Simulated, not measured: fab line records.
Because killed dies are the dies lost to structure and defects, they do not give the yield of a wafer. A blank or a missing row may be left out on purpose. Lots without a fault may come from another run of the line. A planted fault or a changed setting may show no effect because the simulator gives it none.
What tool caused it? | flow n5_finfet | 9 lots with 27 wafers sampled at 8 steps, on a route of 1938 steps

== WHAT EACH GAUGE READ, for each wafer ==
N5_PMOS_HMC_CHANNEL_EPI_INSPECT_11: inspects for defects (macro). Usual: 2.0 for raw_defect_count, sd 1.4.
lot  | measured    | on                | raw_defect_count | flag
L342 | day 3 05:30 | defect_inspect-01 | 6 0 5            |
L344 | day 3 17:31 | defect_inspect-01 | 2 3 2            |
L351 | day 5 12:07 | defect_inspect-02 | 0 4 2            |
L352 | day 5 17:27 | defect_inspect-01 | 4 0 3            |
L353 | day 5 23:32 | defect_inspect-02 | 3 3 1            |
L355 | day 6 11:19 | defect_inspect-01 | 2 2 1            |
L356 | day 6 17:17 | defect_inspect-02 | 1 3 2            |
L358 | day 7 06:14 | defect_inspect-01 | 1 2 0            |
L359 | day 7 15:33 | defect_inspect-01 | 3 7 1            |

N5_FIN_SAQP_INSPECT_18: inspects for defects (brightfield). Usual: 421 for raw_defect_count, sd 110.
lot  | measured    | on                | raw_defect_count | flag
L342 | day 3 10:07 | defect_inspect-01 | 642 382 441      |
L344 | day 3 22:09 | defect_inspect-01 | 333 449 570      |
L351 | day 5 16:50 | defect_inspect-02 | 548 541 579      |
L352 | day 5 22:38 | defect_inspect-01 | 394 333 455      |
L353 | day 6 03:43 | defect_inspect-01 | 835 883 926      | OFF
L355 | day 6 15:36 | defect_inspect-02 | 871 827 1088     | OFF
L356 | day 6 22:38 | defect_inspect-01 | 835 853 876      | OFF
L358 | day 7 10:40 | defect_inspect-02 | 326 269 333      |
L359 | day 7 19:39 | defect_inspect-01 | 392 409 349      |

N5_FIN_SAQP_INSPECT_40: inspects for defects (brightfield). Usual: 220 for raw_defect_count, sd 61.
lot  | measured    | on                | raw_defect_count | flag
L342 | day 3 15:02 | defect_inspect-01 | 241 240 301      |
L344 | day 4 02:46 | defect_inspect-02 | 207 236 374      |
L351 | day 5 21:05 | defect_inspect-02 | 191 279 258      |
L352 | day 6 02:56 | defect_inspect-01 | 165 225 208      |
L353 | day 6 07:58 | defect_inspect-01 | 659 735 696      | OFF
L355 | day 6 22:01 | defect_inspect-02 | 682 626 609      | OFF
L356 | day 7 03:05 | defect_inspect-02 | 616 584 669      | OFF
L358 | day 7 17:12 | defect_inspect-02 | 198 157 320      |
L359 | day 7 23:49 | defect_inspect-01 | 326 233 268      |

N5_FIN_CUT_INSPECT_10: inspects for defects (brightfield). Usual: 40 for raw_defect_count, sd 9.9.
lot  | measured    | on                | raw_defect_count | flag
L342 | day 3 15:26 | defect_inspect-01 | 44 48 44         |
L344 | day 4 03:17 | defect_inspect-01 | 46 50 45         |
L351 | day 5 21:28 | defect_inspect-02 | 29 51 41         |
L352 | day 6 03:20 | defect_inspect-02 | 29 46 33         |
L353 | day 6 08:21 | defect_inspect-01 | 491 494 503      | OFF
L355 | day 6 22:25 | defect_inspect-02 | 490 495 464      | OFF
L356 | day 7 03:35 | defect_inspect-01 | 471 469 454      | OFF
L358 | day 7 17:35 | defect_inspect-02 | 40 30 53         |
L359 | day 8 00:20 | defect_inspect-01 | 59 40 40         |

N5_FIN_CUT_INSPECT_17: inspects for defects (brightfield). Usual: 223 for raw_defect_count, sd 61.
lot  | measured    | on                | raw_defect_count | flag
L342 | day 3 17:01 | defect_inspect-01 | 240 217 305      |
L344 | day 4 04:14 | defect_inspect-02 | 227 234 390      |
L351 | day 5 22:26 | defect_inspect-01 | 190 254 242      |
L352 | day 6 04:17 | defect_inspect-01 | 164 237 213      |
L353 | day 6 09:32 | defect_inspect-01 | 657 752 723      | OFF
L355 | day 6 23:25 | defect_inspect-01 | 664 624 616      | OFF
L356 | day 7 04:32 | defect_inspect-02 | 609 602 671      | OFF
L358 | day 7 18:32 | defect_inspect-02 | 202 177 339      |
L359 | day 8 01:17 | defect_inspect-02 | 324 211 271      |

== WHICH TOOL RAN EACH LOT (tool, then ch and the chambers of the sampled wafers, then the start) ==
lot  | N5_FIN_SAQP_HM_DEP_72          | N5_FIN_SAQP_DESCUM_21             | N5_FIN_SAQP_ETCH_57
L342 | pecvd-04 ch 0,1, day 3 09:36   | rie_diel-04 ch 1,2, day 3 10:08   | rie_diel-03 ch 0,1, day 3 12:12
L344 | pecvd-01 ch 0,1, day 3 21:46   | rie_diel-03 ch 2,3, day 3 22:14   | rie_diel-01 ch 0,1, day 4 00:37
L351 | pecvd-01 ch 0,1, day 5 16:20   | rie_diel-03 ch 0,2,3, day 5 16:53 | rie_diel-04 ch 1,3, day 5 18:59
L352 | pecvd-03 ch 1,2, day 5 22:05   | rie_diel-03 ch 0,2,3, day 5 22:40 | rie_diel-03 ch 0,1,3, day 6 00:50
L353 | pecvd-01 ch 1,2, day 6 03:12   | rie_diel-01 ch 1,2,3, day 6 03:45 | rie_diel-03 ch 0,1, day 6 05:48
L355 | pecvd-01 ch 0,1,2, day 6 15:13 | rie_diel-03 ch 1,2,3, day 6 15:44 | rie_diel-04 ch 1,2, day 6 19:50
L356 | pecvd-01 ch 0,1,2, day 6 22:07 | rie_diel-01 ch 0,1,3, day 6 22:40 | rie_diel-04 ch 0,1,2, day 7 00:43
L358 | pecvd-03 ch 0,1,2, day 7 10:10 | rie_diel-01 ch 1,2,3, day 7 10:42 | rie_diel-04 ch 1,3, day 7 14:48
L359 | pecvd-04 ch 0,1,2, day 7 19:16 | rie_diel-01 ch 1,2,3, day 7 19:41 | rie_diel-03 ch 2,3, day 7 21:44
- N5_FIN_SAQP_HM_DEP_72: deposits SiO2 from SiH4/N2O, target thk 12 nm, time 7.2 s.
- N5_FIN_SAQP_DESCUM_21: chemistry O2, time 7.9 s.
- N5_FIN_SAQP_ETCH_57: etches SiNx in CH3F/O2, target depth 32.5 nm, time 46.4 s.

== AS READ BY THE TOOLS THEMSELVES (means over the sampled wafers that have a number; for cases with no such wafer, the mark the record gives instead) ==
N5_FIN_SAQP_HM_DEP_72. Usual: heater_power_w 742 W, standard deviation 52; showerhead_plenum_p_Torr 8.10 Torr, standard deviation 0.1.
lot  | tool     | heater_power_w (W) | showerhead_plenum_p_Torr (Torr) | flag
L342 | pecvd-04 | 784                | 8.19                            |
L344 | pecvd-01 | 721                | 8.07                            |
L351 | pecvd-01 | 745                | 8.08                            |
L352 | pecvd-03 | 754                | 7.99                            |
L353 | pecvd-01 | 705                | 8.13                            |
L355 | pecvd-01 | 730                | 8.15                            |
L356 | pecvd-01 | 749                | 8.13                            |
L358 | pecvd-03 | 704                | 8.04                            |
L359 | pecvd-04 | 761                | 8.16                            |

N5_FIN_SAQP_DESCUM_21. Usual: drypump_motor_current_A 5.6 A, standard deviation 0.51; oes_product_au 0.81 a.u., standard deviation 0.1; rf_vpp_V 243.1 V, standard deviation 1.7; showerhead_plenum_p_Torr 2.09 Torr, standard deviation 0.09; throttle_valve_pct 20.42 %, standard deviation 0.17.
lot  | tool        | drypump_motor_current_A (A) | oes_product_au (a.u.) | rf_vpp_V (V) | showerhead_plenum_p_Torr (Torr) | throttle_valve_pct (%) | flag
L342 | rie_diel-04 | 5.4                         | 0.74                  | 242.0        | 2.03                            | 20.34                  |
L344 | rie_diel-03 | 5.2                         | 0.74                  | 242.0        | 2.05                            | 20.52                  |
L351 | rie_diel-03 | 5.2                         | 0.72                  | 242.9        | 2.07                            | 20.50                  |
L352 | rie_diel-03 | 5.2                         | 0.72                  | 242.8        | 2.07                            | 20.50                  |
L353 | rie_diel-01 | 5.6                         | 0.94                  | 244.6        | 2.18                            | 20.35                  |
L355 | rie_diel-03 | 5.5                         | 0.79                  | 242.8        | 2.13                            | 20.50                  |
L356 | rie_diel-01 | 5.7                         | 0.88                  | 243.7        | 2.14                            | 20.36                  |
L358 | rie_diel-01 | 5.6                         | 0.93                  | 244.2        | 2.17                            | 20.35                  |
L359 | rie_diel-01 | 5.6                         | 0.91                  | 243.3        | 2.17                            | 20.36                  |

N5_FIN_SAQP_ETCH_57. Usual: O2_flow_sccm 20.00 sccm, standard deviation 0.053; drypump_motor_current_A 5.6 A, standard deviation 0.53; etch_rf_on_time_s 46.1 s, standard deviation 0.89; oes_product_au 0.69 a.u., standard deviation 0.087; rf_vpp_V 298 V, standard deviation 3.3; showerhead_plenum_p_Torr 2.01 Torr, standard deviation 0.084; throttle_valve_pct 16.31 %, standard deviation 0.23.
lot  | tool        | O2_flow_sccm (sccm) | drypump_motor_current_A (A) | etch_rf_on_time_s (s) | oes_product_au (a.u.) | rf_vpp_V (V) | showerhead_plenum_p_Torr (Torr) | throttle_valve_pct (%) | flag
L342 | rie_diel-03 | 20.01               | 5.8                         | 46.1                  | 0.66                  | 298          | 2.02                            | 16.26                  |
L344 | rie_diel-01 | 19.98               | 5.3                         | 45.5                  | 0.80                  | 302          | 2.10                            | 16.16                  |
L351 | rie_diel-04 | 20.04               | 5.4                         | 46.0                  | 0.75                  | 297          | 2.05                            | 16.15                  |
L352 | rie_diel-03 | 19.98               | 5.6                         | 46.3                  | 0.66                  | 299          | 2.05                            | 16.39                  |
L353 | rie_diel-03 | 19.97               | 6.2                         | 45.3                  | 0.71                  | 299          | 2.07                            | 16.25                  |
L355 | rie_diel-04 | 20.02               | 5.8                         | 46.3                  | 0.73                  | 296          | 2.05                            | 16.03                  |
L356 | rie_diel-04 | 20.00               | 5.5                         | 46.1                  | 0.75                  | 300          | 2.03                            | 16.05                  |
L358 | rie_diel-04 | 19.99               | 5.4                         | 46.9                  | 0.71                  | 298          | 2.04                            | 16.17                  |
L359 | rie_diel-03 | 20.06               | 5.0                         | 45.6                  | 0.62                  | 297          | 2.02                            | 16.60                  |

== THE ANSWER, worked out from the rows above alone ==
Rule: a lot counts as off when the mean over its wafers that have a number is more than 3 standard deviations away from the usual mean. Also off: a lot with no number at a reading for which 4 or more lots have one. Any other lot the step has rows for is counted as sound. The gauges are gone through in route order, then the tools' own readings, and for those a lot's mean is taken as printed above. The first step at which some lot is off is used, and at that step the reading that is off furthest; a lot without a number counts as furthest.
Off: L353, L355, L356 (N5_FIN_SAQP_INSPECT_18, raw_defect_count).
If a tool, at a process step before that reading, ran all the lots that are off and no sound lot after the first of them, it fits. The gauges at N5_FIN_SAQP_INSPECT_18 are tried like those tools. One fits: N5_FIN_SAQP_HM_DEP_72 on pecvd-01. A fault onset in the window from L351 (day 5 16:20, its last sound lot) to L353 (day 6 03:12, its first lot off) fits.

== WHAT WAS PUT IN BY THE SIMULATOR ==
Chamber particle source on pecvd-01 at N5_FIN_SAQP_HM_DEP_72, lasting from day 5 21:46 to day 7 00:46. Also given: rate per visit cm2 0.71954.
Struck lots among those shown: L353, L355, L356. The same result came from the rule above.
